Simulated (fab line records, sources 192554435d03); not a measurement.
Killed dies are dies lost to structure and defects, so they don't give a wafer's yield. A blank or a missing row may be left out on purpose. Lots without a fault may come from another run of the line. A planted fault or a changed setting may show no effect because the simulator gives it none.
fab line records | flow n5_finfet
record lots=7 wafers=39
route steps=1938 shown FIN_SAQP@96 SPACER0@259 MOL_CONTACT_COAG@559 BEOL_M1@751 BEOL_M2@883
start_h: hours from the record's first day to the start of the lot's first wafer shown | wait_h: hours since the lot's step before | " the same as in the row above | L1.1+2: a row that stands for several wafers | - no value, or no start given | * or withheld: withheld | < > ~ a bound
route shown NAME@n: a module of which the file shows steps, and the number in the route of the first | usual: mean/standard deviation of fault-free wafers | same: alike in all rows | chamber/n: place in a boat | sites: the reading at each site | _std_site: their standard deviation | _edge_site: outer sites' mean less inner sites' | radius_mm: how far each site lies from the wafer's centre | mask NAME#n: copy n | behind: the tool/chamber that last shaped the wafer | hold: why the lot was held/for how many hours/how that ended | device: the transistor (n, p or np) that didn't switch | end of line: the same wafers' tests at the end of the route | a step without rows: its recipe alone | killed: dies lost to structure and defects at the first sort, not the wafer's yield | map: a wafer's dies, x killed, . not, _ none there
set.NAME: the setting as run; set.NAME@STEP: as run at that earlier step | model.NAME: the simulator's own value behind a step, which no gauge read
lots whose settings were changed on purpose; a table a step, a row a wafer
## steps
# step N5_FIN_SAQP_HM_DEP_03
# recipe material=SiNx target_thk_a=380 temp_c=400 precursor=SiH4/NH3/N2 pressure_torr=1.5 rf_w=300 time_s=33.6
# columns lot.wafer tool chamber start_h wait_h set.time_s model.SiNx_of_FIN_SAQP_HM_DEP_03.thk_nm
L077.1 pecvd-03 0 39.22 0.2 33.6 37.62
L077.2 " 1 " " 33.6 37.91
L077.3 " 2 " " 33.6 37.31
L077.4 " 1 " " 33.6 38.23
L077.5 " 2 " " 33.6 38.16
L077.6 " 0 " " 33.6 37.72
L081.1 pecvd-02 1 64.23 0.2 33.6 37.49
L081.2 " 2 " " 33.6 37.53
L081.3 " 0 " " 33.6 37.66
L081.4 " 2 " " 33.6 38.13
L081.5 " 1 " " 33.6 38.19
L081.6 " 0 " " 33.6 38.41
L082.1 pecvd-04 1 70.59 0.2 33.6 37.45
L082.2 " 2 " " 33.6 37.92
L082.3 " 0 " " 33.6 37.31
L082.4 " 0 " " 33.6 37.9
L082.5 " 2 " " 33.6 38.08
L082.6 " 1 " " 33.6 37.95
L087.1 pecvd-04 1 99.52 0.2 22.67 25.39
L087.2 " 0 " " 22.67 25.08
L087.3 " 2 " " 22.67 25.72
L087.4 " 0 " " 33.6 38.06
L087.5 " 1 " " 33.6 38.56
L087.6 " 2 " " 33.6 38.03
L089.1 pecvd-03 1 111.89 0.2 46.46 51.66
L089.2 " 0 " " 33.6 37.77
L089.3 " 2 " " 33.6 37.61
L089.4 " 2 " " 46.46 52.7
L089.5 " 0 " " 33.6 38.29
L089.6 " 1 " " 46.46 53.24
L096.2 pecvd-02 0 153.12 0.2 33.6 38.54
L096.4 " 1 " " 33.6 38.19
L096.5 " 0 " " 33.6 38.44
L097.1 pecvd-02 1 160.67 0.2 33.6 37.66
L097.2 " 0 " " 46.77 51.9
L097.3 " 2 " " 46.77 52.49
L097.4 " 2 " " 33.6 38.12
L097.5 " 1 " " 33.6 38.24
L097.6 " 0 " " 46.77 52.96
# step N5_FIN_SAQP_THK_MEAS_05
# usual thk_nm=38.0/0.44
# columns lot.wafer tool chamber start_h wait_h set.time_s@FIN_SAQP_HM_DEP_03 thk_nm
L077.1 film_metro-01 - 39.31 0.1 33.6 37.6
L077.2 " - " " 33.6 37.9
L077.3 " - " " 33.6 37.3
L077.4 " - " " 33.6 38.3
L077.5 " - " " 33.6 38.2
L077.6 " - " " 33.6 37.7
L081.1 film_metro-01 - 64.32 0.1 33.6 37.5
L081.2 " - " " 33.6 37.6
L081.3 " - " " 33.6 37.7
L081.4 " - " " 33.6 38.1
L081.5 " - " " 33.6 38.2
L081.6 " - " " 33.6 38.4
L082.1 film_metro-02 - 70.67 0.1 33.6 37.5
L082.2 " - " " 33.6 38.0
L082.3 " - " " 33.6 37.3
L082.4 " - " " 33.6 37.9
L082.5 " - " " 33.6 38.1
L082.6 " - " " 33.6 38.0
L087.1 film_metro-02 - 99.61 0.1 22.67 25.4
L087.2 " - " " 22.67 25.1
L087.3 " - " " 22.67 25.7
L087.4 " - " " 33.6 38.0
L087.5 " - " " 33.6 38.5
L087.6 " - " " 33.6 38.0
L089.1 film_metro-02 - 111.99 0.1 46.46 51.7
L089.2 " - " " 33.6 37.8
L089.3 " - " " 33.6 37.6
L089.4 " - " " 46.46 52.7
L089.5 " - " " 33.6 38.3
L089.6 " - " " 46.46 53.3
L096.2 film_metro-02 - 153.21 0.1 33.6 38.5
L096.4 " - " " 33.6 38.3
L096.5 " - " " 33.6 38.4
L097.1 film_metro-01 - 160.76 0.1 33.6 37.7
L097.2 " - " " 46.77 51.9
L097.3 " - " " 46.77 52.5
L097.4 " - " " 33.6 38.1
L097.5 " - " " 33.6 38.3
L097.6 " - " " 46.77 52.9
# step N5_FIN_SAQP_PECVD_47
# recipe material=a-Si target_thk_a=450 temp_c=400 precursor=SiH4/He pressure_torr=3 rf_w=100 time_s=36.3
# step N5_FIN_SAQP_PECVD_48
# recipe material=SiNx target_thk_a=250 temp_c=400 precursor=SiH4/NH3/N2 pressure_torr=1.5 rf_w=300 time_s=22.1
# step N5_FIN_SAQP_MANDREL2_REMOVE_60
# recipe chemistry=HBr/Cl2/O2 bt_time_s=10 target=a-Si stop_on=SiNx endpoint=OES-SiCl over_etch_frac=1 icp_w=600 bias_w=22 HBr_flow_sccm=150 Cl2_flow_sccm=80 O2_flow_sccm=5 pressure_mtorr=10
# step N5_FIN_SAQP_HM_OPEN_33
# recipe chemistry=CH3F/O2 target=SiNx mask_material=SiO2 target_depth_a=494 time_s=70.6 pressure_mtorr=30 source_w=395 bias_w=73 Ar_flow_sccm=150 CH3F_flow_sccm=30 O2_flow_sccm=20 ion_energy_ev=120 ends=cleared
# usual etch_rf_on_time_s=69.3/1.2
# columns lot.wafer tool chamber start_h wait_h set.time_s@FIN_SAQP_HM_DEP_03 etch_rf_on_time_s model.etch.depth_nm
L077.1 rie_diel-05 0 44.55 0.1 33.6 70.3 36.99
L077.2 " 3 " " 33.6 70.4 37.28
L077.3 " 2 " " 33.6 66.6 36.69
L077.4 " 1 " " 33.6 69.3 37.6
L077.5 " 2 " " 33.6 67.8 37.53
L077.6 " 3 " " 33.6 70.0 37.09
L081.1 rie_diel-01 0 69.67 0.4 33.6 69.9 36.78
L081.2 " 1 " " 33.6 68.8 36.9
L081.3 " 3 " " 33.6 69.1 37.03
L081.4 " 2 " " 33.6 69.3 37.5
L081.5 " 1 " " 33.6 70.4 37.57
L081.6 " 2 " " 33.6 69.6 37.78
L082.1 rie_diel-01 3 74.93 0.0 33.6 69.0 36.83
L082.2 " 1 " " 33.6 69.3 37.29
L082.3 " 2 " " 33.6 67.9 36.68
L082.4 " 0 " " 33.6 70.6 37.27
L082.5 " 0 " " 33.6 70.9 37.45
L082.6 " 1 " " 33.6 70.0 37.32
L087.1 rie_diel-01 1 104.00 0.0 22.67 46.1 24.68
L087.2 " 2 " " 22.67 45.0 24.43
L087.3 " 0 " " 22.67 47.3 25.1
L087.4 " 3 " " 33.6 69.8 37.43
L087.5 " 1 " " 33.6 70.6 37.92
L087.6 " 2 " " 33.6 69.3 37.4
L089.1 rie_diel-01 0 116.51 0.1 46.46 94.9 51.03
L089.2 " 1 " " 33.6 69.1 37.14
L089.3 " 3 " " 33.6 68.5 36.97
L089.4 " 2 " " 46.46 95.3 52
L089.5 " 2 " " 33.6 69.2 37.66
L089.6 " 3 " " 46.46 97.6 52.61
L096.2 rie_diel-05 1 160.97 0.1 33.6 69.5 37.9
L096.4 " 2 " " 33.6 68.2 37.57
L096.5 " 3 " " 33.6 68.6 37.79
L097.1 rie_diel-01 3 167.30 0.0 33.6 69.1 37.03
L097.2 " 2 " " 46.77 94.5 51.27
L097.3 " 1 " " 46.77 97.2 51.86
L097.4 " 0 " " 33.6 71.6 37.49
L097.5 " 2 " " 33.6 69.9 37.62
L097.6 " 1 " " 46.77 98.0 52.33
# step N5_SPACER0_ALD_00
# recipe material=SiOCN target_thk_a=35 temp_c=400 ald_precursor_family=alkyl-aminosilane ald_co_reactant=O2/N2-plasma pulse_time_s=3 purge_time_s=2 co_reactant_purge_time_s=2 ald_cycles=58 pressure_torr=2
# columns lot.wafer tool chamber start_h wait_h set.ald_cycles model.SiOCN_of_SPACER0_ALD_00.thk_nm
L077.1+2+5 ald_sin-02 3,0,2 65.72 0.1 58 3.6
L077.3+4+6 " 1,2,3 " " 58 3.4
L081.1+3+4 ald_sin-01 3,1,0 91.48 0.1 58 3.6
L081.2+5+6 " 2,3,0 " " 40 2.4
L082.1+2+3+4+5+6 ald_sin-02 0,1,3,2,2,3 98.12 0.1 58 3.4
L087.1+2+3+4+5+6 ald_sin-02 3,2,0,1,0,1 125.98 0.1 58 3.6
L089.1+3+4 ald_sin-01 0,1,3 139.32 0.1 58 3.6
L089.2+5+6 " 2,2,1 " " 80 4.8
L096.2 ald_sin-02 2 189.26 0.1 58 3.6
L096.4+5 " 0,1 " " 58 3.4
L097.1+2+3+6 ald_sin-01 2,1,3,3 193.32 0.1 58 3.6
L097.4+5 " 0 " " 58 3.4
# step N5_MOL_CONTACT_COAG_ALD_27
# recipe material=SiOC target_thk_a=170 temp_c=400 ald_precursor_family=carbosiloxane ald_co_reactant=H2-plasma pulse_time_s=1.5 time_s=2720 purge_time_s=2 co_reactant_purge_time_s=2 ald_cycles=340 pressure_torr=2
# columns lot.wafer tool chamber start_h wait_h set.time_s model.SiOC_of_MOL_CONTACT_COAG_ALD_27.thk_nm
L077.1 ald_sin-01 3 115.27 0.0 2720 16.8
L077.2+3 " 0,1 " " 1114 7
L077.4+6 " 2,1 " " 2720 17
L077.5 " 0 " " 1114 6.8
L081.1+3+6 ald_sin-04 2,1,0 140.87 0.0 2720 17
L081.2+4+5 " 3,0,1 " " 3977 17
L082.1+2+3+4+5+6 ald_sin-01 2,3,1,0,2,3 146.10 0.0 2720 17
L087.1+4+6 ald_sin-04 1,3,0 175.03 0.1 2720 17
L087.2 " 2 " " 1374 8.6
L087.3+5 " 0,3 " " 1374 8.4
L089.1+3+6 ald_sin-01 0,1,1 187.78 2.4 3609 17
L089.2+5 " 2,0 " " 2720 16.8
L089.4 " 3 " " 2720 17
L096.2+4+5 ald_sin-04 1,0,1 234.28 0.0 2720 17
L097.1+2+6 ald_sin-04 2,1,0 243.31 1.4 2720 17
L097.3 " 0 " " 1737 10.8
L097.4+5 " 3 " " 1737 11
# step N5_MOL_CONTACT_COAG_VIA_ETCH_117
# recipe chemistry=C4F6/O2 target_depth_a=400 overetch_a=80 mask_material=SOC target=SiO2 bias_w=455 pressure_mtorr=10 time_s=26 source_w=325 Ar_flow_sccm=300 C4F6_flow_sccm=10 O2_flow_sccm=10 ion_energy_ev=575.3 ends=end_point
# columns lot.wafer tool chamber start_h wait_h set.target_depth_a model.etch.depth_nm model.SOC_of_MOL_CONTACT_COAG_COAT_62.thk_nm
L077.1 rie_diel-01 2 120.10 0.0 541.2 39.95 49.6
L077.2 " 0 " " 541.2 40.52 49.6
L077.3 " 1 " " 400 40.56 51.4
L077.4 " 3 " " 400 40.13 51.4
L077.5 " 1 " " 400 40.46 51.4
L077.6 " 2 " " 541.2 40.13 49.6
L081.1 rie_diel-01 3 146.20 0.0 400 40.16 51.4
L081.2 " 1 " " 400 40.52 51.6
L081.3 " 2 " " 262.6 34.63 52.8
L081.4 " 0 " " 400 40.57 51.6
L081.5 " 2 " " 262.6 34.52 53
L081.6 " 3 " " 262.6 34.31 53
L082.1 rie_diel-01 1 152.41 0.0 221 29.45 53.8
L082.2+4 " 2,3 " " 400 39.9 51.4
L082.3 " 0 " " 221 29.25 53.8
L082.5 " 1 " " 400 40.04 51.6
L082.6 " 0 " " 221 29.23 53.8
L087.1 rie_diel-01 1 180.82 0.0 400 40.33 51.6
L087.2 " 2 " " 591.5 40.05 49.2
L087.3 " 3 " " 400 40.1 51.6
L087.4 " 0 " " 591.5 40.48 49.6
L087.5 " 3 " " 400 40 51.6
L087.6 " 2 " " 591.5 40.05 49.4
L089.1 rie_diel-05 3 193.77 0.0 581.3 39.65 49.2
L089.2 " 2 " " 581.3 39.61 49.4
L089.3 " 1 " " 400 39.78 51.6
L089.4 " 0 " " 400 40.26 51.6
L089.5 " 0 " " 581.3 39.93 49.4
L089.6 " 3 " " 400 39.66 51.2
L096.2 rie_diel-06 2 239.62 0.0 400 40.3 51.8
L096.4 " 0 " " 400 39.78 51.6
L096.5 " 1 " " 400 39.76 51.6
L097.1 rie_diel-01 2 249.30 0.0 400 39.97 51.8
L097.2 " 3 " " 400 40.06 51.6
L097.3 " 1 " " 400 40.28 51.6
L097.4 " 2 " " 400 39.89 51.8
L097.5 " 1 " " 400 40.34 52
L097.6 " 3 " " 400 40.2 51.8
# step N5_BEOL_M1_ILD_DEP_00
# recipe material=SiOC target_thk_a=790 temp_c=350 precursor=DEMS/O2 pressure_torr=5 rf_w=500 time_s=15.3
# columns lot.wafer tool chamber start_h wait_h set.time_s model.SiOC_of_BEOL_M1_ILD_DEP_00.thk_nm
L077.1 pecvd-03 1 139.80 0.0 15.3 77.6
L077.2 " 0 " " 22.21 112.8
L077.3 " 2 " " 22.21 113.2
L077.4 " 1 " " 22.21 114.2
L077.5 " 0 " " 15.3 78.6
L077.6 " 2 " " 15.3 80
L081.1 pecvd-01 0 166.47 0.0 15.3 79.4
L081.2 " 2 " " 9.78 50.8
L081.3 " 1 " " 9.78 50.2
L081.4 " 1 " " 15.3 81.2
L081.5 " 2 " " 15.3 80
L081.6 " 0 " " 9.78 51.8
L082.1 pecvd-04 0 174.84 0.0 21.01 107.8
L082.2 " 1 " " 21.01 107
L082.3 " 2 " " 15.3 77.8
L082.4 " 0 " " 21.01 109.2
L082.5 " 2 " " 15.3 79.6
L082.6 " 1 " " 15.3 79.8
L087.1+4 pecvd-04 0,2 201.45 0.0 15.3 80.2
L087.2 " 1 " " 15.3 78.2
L087.3 " 2 " " 15.3 79
L087.5 " 0 " " 15.3 79.8
L087.6 " 1 " " 15.3 80.4
L089.1 pecvd-03 0 211.53 0.0 20.61 104.4
L089.2 " 2 " " 15.3 77.6
L089.3 " 1 " " 20.61 103.8
L089.4 " 1 " " 15.3 78
L089.5 " 0 " " 20.61 105.4
L089.6 " 2 " " 15.3 78.8
L096.2 pecvd-04 1 260.52 0.0 15.3 78.2
L096.4 " 1 " " 15.3 80.4
L096.5 " 2 " " 15.3 79.6
L097.1 pecvd-01 2 268.42 0.0 15.3 76.8
L097.2+3 " 0,1 " " 18.34 92.4
L097.4 " 1 " " 18.34 93.6
L097.5 " 2 " " 15.3 78.6
L097.6 " 0 " " 15.3 78.4
# step N5_BEOL_M1_THK_MEAS_01
# recipe reads=SiOC_of_BEOL_M1_ILD_DEP_00
# usual M1_ILD_THK=79.0/1.1
# columns lot.wafer tool chamber start_h wait_h set.time_s@BEOL_M1_ILD_DEP_00 M1_ILD_THK[nm]
L077.1 film_metro-01 - 139.87 0.0 15.3 77.6
L077.2 " - " " 22.21 112.8
L077.3 " - " " 22.21 113.3
L077.4 " - " " 22.21 114.2
L077.5 " - " " 15.3 78.5
L077.6 " - " " 15.3 79.9
L081.1 film_metro-01 - 166.54 0.0 15.3 79.3
L081.2 " - " " 9.78 50.8
L081.3 " - " " 9.78 50.3
L081.4 " - " " 15.3 81.2
L081.5 " - " " 15.3 80.0
L081.6 " - " " 9.78 51.8
L082.1 film_metro-01 - 174.91 0.0 21.01 107.8
L082.2 " - " " 21.01 107.0
L082.3 " - " " 15.3 77.8
L082.4 " - " " 21.01 109.3
L082.5 " - " " 15.3 79.6
L082.6 " - " " 15.3 79.8
L087.1 film_metro-01 - 201.52 0.0 15.3 80.1
L087.2 " - " " 15.3 78.3
L087.3 " - " " 15.3 78.9
L087.4 " - " " 15.3 80.2
L087.5 " - " " 15.3 79.7
L087.6 " - " " 15.3 80.2
L089.1 film_metro-01 - 211.60 0.0 20.61 104.4
L089.2 " - " " 15.3 77.6
L089.3 " - " " 20.61 103.9
L089.4 " - " " 15.3 77.9
L089.5 " - " " 20.61 105.4
L089.6 " - " " 15.3 78.9
L096.2 film_metro-02 - 260.60 0.1 15.3 78.1
L096.4 " - " " 15.3 80.4
L096.5 " - " " 15.3 79.7
L097.1 film_metro-01 - 268.48 0.0 15.3 76.9
L097.2 " - " " 18.34 92.5
L097.3 " - " " 18.34 92.3
L097.4 " - " " 18.34 93.6
L097.5 " - " " 15.3 78.7
L097.6 " - " " 15.3 78.4
# step N5_BEOL_M2_ETCHBACK_99
# recipe chemistry=CHF3 target=SiO2 target_depth_a=50 time_s=10.4 source_w=215 bias_w=47 Ar_flow_sccm=200 CHF3_flow_sccm=12 ion_energy_ev=100 pressure_mtorr=30
# columns lot.wafer tool chamber start_h wait_h set.target_depth_a model.CAR-EUV_of_BEOL_M2_COAT_22.thk_nm
L077.1+4 rie_diel-05 1,0 153.38 0.2 41.44 10.6
L077.2+3+6 " 3,2,3 " " 50 10.4
L077.5 " 2 " " 41.44 10.4
L081.1+4+6 rie_diel-01 3,0,0 181.25 0.1 50 10.6
L081.2+5 " 1 " " 66.88 10.4
L081.3 " 2 " " 66.88 10.2
L082.1+2+5 rie_diel-01 3,1,2 190.07 0.1 63.11 10.2
L082.3+4+6 " 0,2,1 " " 50 10.6
L087.1+4+5 rie_diel-01 3,0,3 213.36 0.4 21.99 10.8
L087.2+3+6 " 1,2,0 " " 50 10.4
L089.1+2+3+4+5+6 rie_diel-06 2,0,1,1,2,0 224.83 2.1 50 10.4
L096.2+4+5 rie_diel-05 1,3,1 274.67 3.8 50 10.4
L097.1+2+3+5+6 rie_diel-05 0,3,2,1,2 297.37 11.9 50 10.4
L097.4 " 1 " " 50 10.2
## key
split step=N5_FIN_SAQP_HM_DEP_03 setting=time_s stated=33.6 by=wafer
response step=N5_FIN_SAQP_HM_DEP_03 reading=model.SiNx_of_FIN_SAQP_HM_DEP_03.thk_nm change=+0.38 per=1% r=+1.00
response step=N5_FIN_SAQP_THK_MEAS_05 reading=thk_nm change=* per=1% r=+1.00
response step=N5_FIN_SAQP_HM_OPEN_33 reading=etch_rf_on_time_s change=* per=1% r=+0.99
response step=N5_FIN_SAQP_HM_OPEN_33 reading=model.etch.depth_nm change=+0.38 per=1% r=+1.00
split step=N5_SPACER0_ALD_00 setting=ald_cycles stated=58 by=wafer
response step=N5_SPACER0_ALD_00 reading=model.SiOCN_of_SPACER0_ALD_00.thk_nm change=+0.0345 per=1% r=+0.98
split step=N5_MOL_CONTACT_COAG_ALD_27 setting=time_s stated=2720 by=wafer
response step=N5_MOL_CONTACT_COAG_ALD_27 reading=model.SiOC_of_MOL_CONTACT_COAG_ALD_27.thk_nm shape=bent at_lowest=6.933 at_stated=16.97 at_highest=17
split step=N5_MOL_CONTACT_COAG_VIA_ETCH_117 setting=target_depth_a stated=400 by=wafer
response step=N5_MOL_CONTACT_COAG_VIA_ETCH_117 reading=model.etch.depth_nm shape=bent at_lowest=29.31 at_stated=40.12 at_highest=40.2
response step=N5_MOL_CONTACT_COAG_VIA_ETCH_117 reading=model.SOC_of_MOL_CONTACT_COAG_COAT_62.thk_nm change=-0.0476 per=1% r=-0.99
split step=N5_BEOL_M1_ILD_DEP_00 setting=time_s stated=15.3 by=wafer
response step=N5_BEOL_M1_ILD_DEP_00 reading=model.SiOC_of_BEOL_M1_ILD_DEP_00.thk_nm change=+0.776 per=1% r=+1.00
response step=N5_BEOL_M1_THK_MEAS_01 reading=M1_ILD_THK change=+0.776 per=1% r=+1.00
split step=N5_BEOL_M2_ETCHBACK_99 setting=target_depth_a stated=50 by=wafer
response step=N5_BEOL_M2_ETCHBACK_99 reading=model.CAR-EUV_of_BEOL_M2_COAT_22.thk_nm change=-0.0084 per=1% r=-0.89
